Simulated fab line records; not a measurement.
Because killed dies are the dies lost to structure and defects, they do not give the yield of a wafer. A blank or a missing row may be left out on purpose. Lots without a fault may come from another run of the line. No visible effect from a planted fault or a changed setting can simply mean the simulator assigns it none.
2 desks looking at one fault | flow n5 finfet | every desk sees just its own numbers, and what lay behind them comes last

== DESK OF THE TOOL OWNER: cvd co-01 ==
The tool's own readings at N5_BEOL_M5_CO_CAP_78 (material Co, precursor CCTBA/H2, target thk 2 nm, time 102.1 s): means of the sampled wafers that have a number, for each lot that ran on this tool. The brackets show how far a lot's mean lies from the usual mean; more than 4 standard deviations puts the lot out of limits, marked OUT.
Columns: A = heater power w at N5_BEOL_M5_CO_CAP_78, usual 235 W; B = run length s at N5_BEOL_M5_CO_CAP_78, usual 125.1 s
lot  | first seen here | A   | B
L871 | day 10 16:55    | 223 | 125.0
L876 | day 11 10:41    | 230 | 142.2 (+37) OUT
L877 | day 12 00:55    | 226 | 141.7 (+36) OUT
This desk's verdict: out of limits on L876, L877, starting with L876 at day 11 10:41 (run length s at N5_BEOL_M5_CO_CAP_78). Within limits: L871.

== AT THE METROLOGY DESK ==
Lot by lot, what the gauges showed, no matter which tool ran the lot: averages of those sampled wafers that carry a number. The brackets show how far a lot's mean lies from the usual mean; more than 4 standard deviations puts the lot out of limits, marked OUT.
Columns: A = M5_THK at N5_BEOL_M5_THK_MEAS_53, usual 62.8 nm
lot  | first seen here | A
L870 | day 10 09:49    | 60.3
L871 | day 10 16:50    | 61.8
L876 | day 11 10:36    | 65.7
L877 | day 12 00:50    | 64.6
L888 | day 14 11:52    | 65.3
L886 | day 14 14:37    | 63.8
This desk found nothing out of limits on any of the 6 lots.

== PUT TOGETHER ==
On L876, L877, at day 11 10:41, an alarm was possible from the tool owner's desk.
The metrology desk saw nothing out of limits.
The metrology desk has L876, L877 on record, within its limits.
Of the lots named, all ran N5_BEOL_M5_CO_CAP_78 on cvd co-01.

== WHAT HAD BEEN PUT IN BY THE SIMULATOR ==
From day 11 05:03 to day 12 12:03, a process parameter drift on cvd co-01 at N5_BEOL_M5_CO_CAP_78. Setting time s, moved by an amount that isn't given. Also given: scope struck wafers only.
Struck lots among those shown: L876, L877.
How many hours passed from the start of the fault until each desk's first out-of-limits reading: the tool owner's desk, 6.
